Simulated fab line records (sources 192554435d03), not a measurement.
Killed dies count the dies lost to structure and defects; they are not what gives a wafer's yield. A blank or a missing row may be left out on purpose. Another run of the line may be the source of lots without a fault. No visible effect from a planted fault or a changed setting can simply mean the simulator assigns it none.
Chamber matching :: flow n5Finfet :: uvCure-02 running N5_BEOL_M9_CURE_72: 3 sister chambers
The step cures SiCOH lowk, time 120 s. 27 wafers are shown with their chamber, then 12 later ones without.

== WAFERS PAIRED WITH THEIR CHAMBERS ==
wafer: L075.2
chamber: 2
wafer_temp_C_max: 371.3
lampPowerPct (%): 52.27

wafer: L075.3
chamber: 2
wafer_temp_C_max: 371.9
lampPowerPct (%): 52.21

wafer: L075.6
chamber: 2
wafer_temp_C_max: 371.8
lampPowerPct (%): 52.33

wafer: L074.1
chamber: 2
wafer_temp_C_max: 371.9
lampPowerPct (%): 52.34

wafer: L074.2
chamber: 2
wafer_temp_C_max: 371.0
lampPowerPct (%): 52.31

wafer: L074.6
chamber: 2
wafer_temp_C_max: 371.8
lampPowerPct (%): 52.40

wafer: L074.3
chamber: 2
wafer_temp_C_max: 372.0
lampPowerPct (%): 52.30

wafer: L074.4
chamber: 2
wafer_temp_C_max: 372.0
lampPowerPct (%): 52.28

wafer: L074.5
chamber: 2
wafer_temp_C_max: 371.6
lampPowerPct (%): 52.38

wafer: L077.2
chamber: 0
wafer_temp_C_max: 371.0
lampPowerPct (%): 52.32

wafer: L077.3
chamber: 0
wafer_temp_C_max: 371.1
lampPowerPct (%): 52.30

wafer: L077.6
chamber: 0
wafer_temp_C_max: 370.9
lampPowerPct (%): 52.30

wafer: L082.1
chamber: 2
wafer_temp_C_max: 371.5
lampPowerPct (%): 52.23

wafer: L082.3
chamber: 2
wafer_temp_C_max: 371.6
lampPowerPct (%): 52.41

wafer: L082.4
chamber: 2
wafer_temp_C_max: 371.5
lampPowerPct (%): 52.35

wafer: L085.1
chamber: 1
wafer_temp_C_max: 371.9
lampPowerPct (%): 52.40

wafer: L085.3
chamber: 1
wafer_temp_C_max: 371.4
lampPowerPct (%): 52.31

wafer: L085.6
chamber: 1
wafer_temp_C_max: 371.7
lampPowerPct (%): 52.32

wafer: L091.1
chamber: 1
wafer_temp_C_max: 372.5
lampPowerPct (%): 52.43

wafer: L091.2
chamber: 1
wafer_temp_C_max: 371.5
lampPowerPct (%): 52.27

wafer: L091.4
chamber: 1
wafer_temp_C_max: 372.4
lampPowerPct (%): 52.34

wafer: L093.1
chamber: 2
wafer_temp_C_max: 371.1
lampPowerPct (%): 52.24

wafer: L093.2
chamber: 2
wafer_temp_C_max: 371.5
lampPowerPct (%): 52.38

wafer: L093.6
chamber: 2
wafer_temp_C_max: 371.2
lampPowerPct (%): 52.36

wafer: L093.3
chamber: 2
wafer_temp_C_max: 371.6
lampPowerPct (%): 52.17

wafer: L093.4
chamber: 2
wafer_temp_C_max: 371.2
lampPowerPct (%): 52.27

wafer: L093.5
chamber: 2
wafer_temp_C_max: 371.6
lampPowerPct (%): 52.34

SIGNATURES (averages over the wafers above)
reading: wafer_temp_C_max
chamber 0: 371.000
chamber 1: 371.900
chamber 2: 371.561
scatter within a chamber: 0.334

reading: lampPowerPct
chamber 0: 52.3067
chamber 1: 52.3450
chamber 2: 52.3094
scatter within a chamber: 0.0637
Rule: a wafer lies at a distance from a chamber equal to the root of the sum of squares, over the readings, of (its reading less the chamber's mean, divided by the reading's scatter). If the next closest chamber is less than 2 further off than the closest, the wafer can't be placed; otherwise it belongs to the closest. The scatter: take each reading less its chamber's mean, square it, sum over the shown wafers, divide by the number of wafers less the number of chambers, and take the root.

== WAFERS MISSING THEIR CHAMBER ==
wafer: L092.2
wafer_temp_C_max: 372.2
lampPowerPct (%): 52.33

wafer: L092.3
wafer_temp_C_max: 371.7
lampPowerPct (%): 52.32

wafer: L092.4
wafer_temp_C_max: 371.8
lampPowerPct (%): 52.35

wafer: L096.1
wafer_temp_C_max: 371.5
lampPowerPct (%): 52.28

wafer: L096.4
wafer_temp_C_max: 372.7
lampPowerPct (%): 52.35

wafer: L096.5
wafer_temp_C_max: 372.0
lampPowerPct (%): 52.28

wafer: L096.2
wafer_temp_C_max: 371.4
lampPowerPct (%): 52.20

wafer: L096.3
wafer_temp_C_max: 371.6
lampPowerPct (%): 52.31

wafer: L096.6
wafer_temp_C_max: 371.6
lampPowerPct (%): 52.34

wafer: L097.1
wafer_temp_C_max: 371.3
lampPowerPct (%): 52.23

wafer: L097.3
wafer_temp_C_max: 371.2
lampPowerPct (%): 52.33

wafer: L097.4
wafer_temp_C_max: 371.7
lampPowerPct (%): 52.39

== CHAMBER TAKEN BY EACH ==
wafer: L092.2
from the rows above: can't be placed: 1 or 2
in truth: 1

wafer: L092.3
from the rows above: can't be placed: 2 or 1 or 0
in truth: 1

wafer: L092.4
from the rows above: can't be placed: 1 or 2
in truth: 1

wafer: L096.1
from the rows above: can't be placed: 2 or 0 or 1
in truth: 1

wafer: L096.4
from the rows above: can't be placed: 1 or 2
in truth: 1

wafer: L096.5
from the rows above: can't be placed: 1 or 2 or 0
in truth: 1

wafer: L096.2
from the rows above: can't be placed: 2 or 0 or 1
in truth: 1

wafer: L096.3
from the rows above: can't be placed: 2 or 1 or 0
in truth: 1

wafer: L096.6
from the rows above: can't be placed: 2 or 1 or 0
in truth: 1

wafer: L097.1
from the rows above: can't be placed: 2 or 0 or 1
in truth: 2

wafer: L097.3
from the rows above: can't be placed: 0 or 2 or 1
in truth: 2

wafer: L097.4
from the rows above: can't be placed: 1 or 2 or 0
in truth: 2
Placed correctly: 0 of 12. Can't be placed from these rows: 12 (the true chamber is among the candidates in 12). 0 placed wrongly.
